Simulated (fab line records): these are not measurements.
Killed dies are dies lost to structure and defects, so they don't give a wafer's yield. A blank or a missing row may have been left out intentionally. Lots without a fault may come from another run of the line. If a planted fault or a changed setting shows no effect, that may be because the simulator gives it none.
Comparing a struck lot with a sound one -- flow n5 finfet -- 16 steps out of a route of 1938
Sound: these wafers, L873.1, L873.3, L873.6. Struck: wafers L881.1, L881.4, L881.6. Last of all comes the cause.
For every step that has rows: the tool of each side, followed by ch and its chambers, followed by its first start. Under that, the readings that differ: sound wafers -- struck wafers -- difference of the means -- sigmas: that difference in standard deviations of wafers without a fault.
alike: readings with means less than 2 such deviations apart, plus words and numbers identical on both sides. not compared: withheld readings, readings lacking a value on some wafer, bounds such as >300 that could conceal the same value, and numbers that have no deviation in the record and whose values overlap.
Wherever a step has rows on one side only, a row that says differs or no value, or a row with sigmas, the two part there. Numbers that have no deviation but don't overlap get no sigmas and don't part them. Lack of a reading on every wafer of one side parts them only where that side has two or more wafers.

first, 1 step without rows for these wafers: N5_FIN_SAQP_SPACER1_ALD_24 (deposits SiO2, target thk 20.3 nm, pulse time 1 s, purge time 2 s).
N5_FIN_SAQP_SPACER1_ETCHBACK_25: etches SiO2 in CHF3/O2, target depth 24.4 nm, time 12.2 s.
  sound on rie diel-04 ch 0,1,2, day 4 06:58; struck on rie diel-05 ch 1,3, day 6 05:52
reading,sound,struck,difference,sigmas
showerhead plenum p Torr (Torr),2.48 2.53 2.50,2.28 2.41 2.28,-0.18,-2
  alike: CHF3_flow_sccm, drypump motor current A, oes product au, rf vpp V, throttle valve pct
  not compared: rf hours counter h
then, 1 step without rows for these wafers: N5_FIN_SAQP_MANDREL1_REMOVE_56 (chemistry HBr/Cl2/O2, target a-Si, stops on SiNx, bt time 10 s).
N5_FIN_SAQP_CD_MEAS_27: target cd 20 nm.
  sound on cd sem-02 ch 0, day 4 07:10; struck on cd sem-03 ch 0, day 6 06:04
  alike: cd nm
N5_FIN_SAQP_ETCH_57: etches SiNx in CH3F/O2, target depth 32.5 nm, time 46.4 s.
  sound on rie diel-06 ch 0,2,3, day 4 07:16; struck on rie diel-05 ch 1,3, day 6 06:08
  alike: drypump motor current A, etch rf on time s, oes product au, rf vpp V, showerhead plenum p Torr, throttle valve pct
  not compared: rf hours counter h
N5_FIN_SAQP_ETCH_65: etches SiO2 in CF4, target depth 4 nm, time 4.4 s.
  sound on rie si-05 ch 0,1,3, day 4 07:22; struck on rie si-03 ch 2,3, day 6 06:14
  alike: drypump motor current A, oes product au, throttle valve pct
  not compared: rf hours counter h
then, 1 step without rows for these wafers: N5_FIN_SAQP_MANDREL_ETCH_58 (etches a-Si in HBr/Cl2, stops on SiNx, target depth 45 nm, bt time 10 s, time 27 s).
N5_FIN_SAQP_RECESS_63: chemistry HF/NH3, target SiO2, target depth 18 nm, afs cycles 3, sublimation time 60 s.
  sound on vapor etch-01 ch 0,1, day 4 07:29; struck on vapor etch-02 ch 0,1, day 6 06:21
  alike: drypump motor current A
then, 1 step without rows for these wafers: N5_FIN_SAQP_COAT_68 (time 60 s, resist thk 100 nm).
N5_FIN_SAQP_ETCH_69: etches SOC in N2/H2, stops on SiNx, target depth 150 nm.
  sound on rie diel-04 ch 0,2, day 4 08:04; struck on rie diel-06 ch 0,1, day 6 06:48
reading,sound,struck,difference,sigmas
showerhead plenum p Torr (Torr),2.64 2.68 2.64,2.32 2.32 2.52,-0.27,-3
  alike: drypump motor current A, oes product au, rf vpp V, throttle valve pct
  not compared: rf hours counter h
then, 2 steps without rows for these wafers: N5_FIN_SAQP_ETCH_67 (etches SiNx in CH3F/O2, target depth 30 nm); N5_FIN_SAQP_STRIP_70 (strips in N2/H2).
N5_FIN_SAQP_RECESS_71: chemistry HF/NH3, target SiO2, target depth 3 nm, afs cycles 1, sublimation time 60 s.
  sound on vapor etch-02 ch 0,1, day 4 08:14; struck on vapor etch-02 ch 0,1, day 6 06:58
  no value came back on the struck wafers for afs cycles, drypump motor current A (A); on the sound wafers afs cycles reads 1 1 1
then, 1 step without rows for these wafers: N5_FIN_SAQP_SPACER2_ALD_28 (deposits SiO2, target thk 8.1 nm, pulse time 1 s, purge time 2 s).
-- the record jumps here: 6 days lie between the struck wafers' starts before and after (it left off in module FIN_SAQP and takes up again in module BEOL_M4, whose first step shown is number 1111 of the route) --
N5_BEOL_M4_RC_MEAS_101:
  sound on prober-02 ch 0, day 10 04:27; struck on prober-02 ch 0, day 11 20:59
  alike: DIBL_N, DIBL_P, IOFF_N, IOFF_P, ION_N, ION_P, SS_N, SS_P, VT_N, VT_P
after that, 1 step had no rows for these wafers: N5_PASSIVATION_PROBE_49.

== WHERE THEY PART ==
At N5_FIN_SAQP_SPACER1_ETCHBACK_25 first; at N5_FIN_SAQP_RECESS_71 last (within this record only). Later steps at which nothing parts them and some readings are alike: N5_BEOL_M4_RC_MEAS_101.

WHY: whatever the simulator had introduced
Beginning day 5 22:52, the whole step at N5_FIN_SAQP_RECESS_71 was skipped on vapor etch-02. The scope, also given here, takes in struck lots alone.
